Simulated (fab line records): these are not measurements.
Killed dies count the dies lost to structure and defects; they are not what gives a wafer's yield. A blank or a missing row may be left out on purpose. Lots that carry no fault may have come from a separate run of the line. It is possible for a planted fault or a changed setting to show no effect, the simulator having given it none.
Split-lot trial | flow n5Finfet | route with 1938 steps; 7 lots, 21 wafers read

ABOUT THE SPLIT
At N5_BEOL_M2_ETCH_64 (etches SOC in N2/H2, target depth 75 nm, overetch 22.5 nm, time 121.9 s), the setting timeS was moved away from the recipe's 121.9 s on 8 of the 21 wafers read, by -7.5% to +11.9%. This setting was run at the recipe's value on the other wafers.

FROM THE SPLIT TO THE READING: what the file shows between them, 3 steps
- N5_BEOL_M2_STRIP_65: strips in N2/H2
- N5_BEOL_M2_STRIP_75: strips in N2/H2
- N5_BEOL_M2_STRIP_66: strips in CF4

THE READING
etch.depthNm (the simulator's own value, which no gauge read), in nm, at N5_BEOL_M2_HM_OPEN_17 (chemistry Cl2/BCl3, target TiN, target depth 20 nm, overetch 6 nm). No usual value for it is given in the file. The 13 wafers here that ran the recipe average 20.12 nm, standard deviation 0.19 nm.

wafer  | tool, chamber at the split | timeS as run, s | against the recipe | etch.depthNm, nm | against lot-mates on the recipe
L077.2 | rieDiel-03, 0              | 121.9           | recipe             | 20.33            | -
L077.4 | rieDiel-03, 1,2            | 131.3           | +7.7%              | 19.2             | -1.13
L077.6 | rieDiel-03, 1,2            | 131.3           | +7.7%              | 19.18            | -1.15
L079.4 | rieDiel-03, 2,1            | 136.4           | +11.9%             | 18.62            | -1.07
L079.5 | rieDiel-03, 2,1            | 136.4           | +11.9%             | 18.61            | -1.08
L079.6 | rieDiel-03, 0              | 121.9           | recipe             | 19.69            | -
L074.3 | rieDiel-01, 2,3,0          | 121.9           | recipe             | 20.1             | -
L074.4 | rieDiel-01, 2,3,0          | 121.9           | recipe             | 20.04            | -
L074.6 | rieDiel-01, 2,3,0          | 121.9           | recipe             | 20.08            | -
L082.1 | rieDiel-01, 0              | 121.9           | recipe             | 20.19            | -
L082.5 | rieDiel-01, 3              | 134             | +9.9%              | 18.85            | -1.27
L082.6 | rieDiel-01, 0              | 121.9           | recipe             | 20.04            | -
L085.3 | rieDiel-03, 0,3,2          | 121.9           | recipe             | 20.15            | -
L085.4 | rieDiel-03, 0,3,2          | 121.9           | recipe             | 20.47            | -
L085.6 | rieDiel-03, 0,3,2          | 121.9           | recipe             | 20.09            | -
L087.4 | rieDiel-01, 0              | 132.8           | +8.9%              | 19.05            | -0.99
L087.5 | rieDiel-01, 3,2            | 121.9           | recipe             | 19.89            | -
L087.6 | rieDiel-01, 3,2            | 121.9           | recipe             | 20.19            | -
L092.1 | rieDiel-05, 0              | 112.8           | -7.5%              | 20.22            | -0.07
L092.4 | rieDiel-05, 2              | 121.9           | recipe             | 20.29            | -
L092.5 | rieDiel-05, 0              | 112.8           | -7.5%              | 20.47            | +0.18
Rows listing several chambers each stand for several wafers; the file does not say which wafer went through which chamber.

FIT RESULTS
A straight line over all 21 wafers: etch.depthNm changes by -0.102 nm for each +1% of timeS; r = -0.92; the points scatter about the line by 0.24 nm.
The same after taking each lot's own level away (the mean of its wafers on the recipe; 21 wafers): -0.086 nm for each +1%; r = -0.89; scatter 0.25 nm.
On that fit, the largest move of timeS shifts the reading by 1 nm.
Across the lots, their own levels run from 19.690 to 20.330 nm, a range of 3.4 times the standard deviation given above.
Hence the slope depends on the lot-to-lot level, as the two fits are not the same.
Check: for one of the wafers moved furthest among these (+11.9%), held out of the fit, the line's prediction against its lot-mates is -1.18 nm. Against them it came out at -1.07 nm.

OTHER SPLITS APPLIED TO THESE WAFERS
Before the reading, these wafers also passed through other splits. Each is held against what the fit with the lots' levels taken away leaves over:
other split on the same wafers   | wafers away from the commonest value | r with etch.depthNm (lot level and that fit taken away)
N5_BEOL_M0_SAQP_EXPOSE_11 doseMj | 10                                   | +0.19
N5_BEOL_M1_ILD_DEP_00 timeS      | 6                                    | -0.16
N5_BEOL_M2_DESCUM_16 timeS       | 10                                   | -0.21

FILE'S OWN FIT
etch.depthNm changes by -0.0999 nm for each +1% of timeS, r = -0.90.
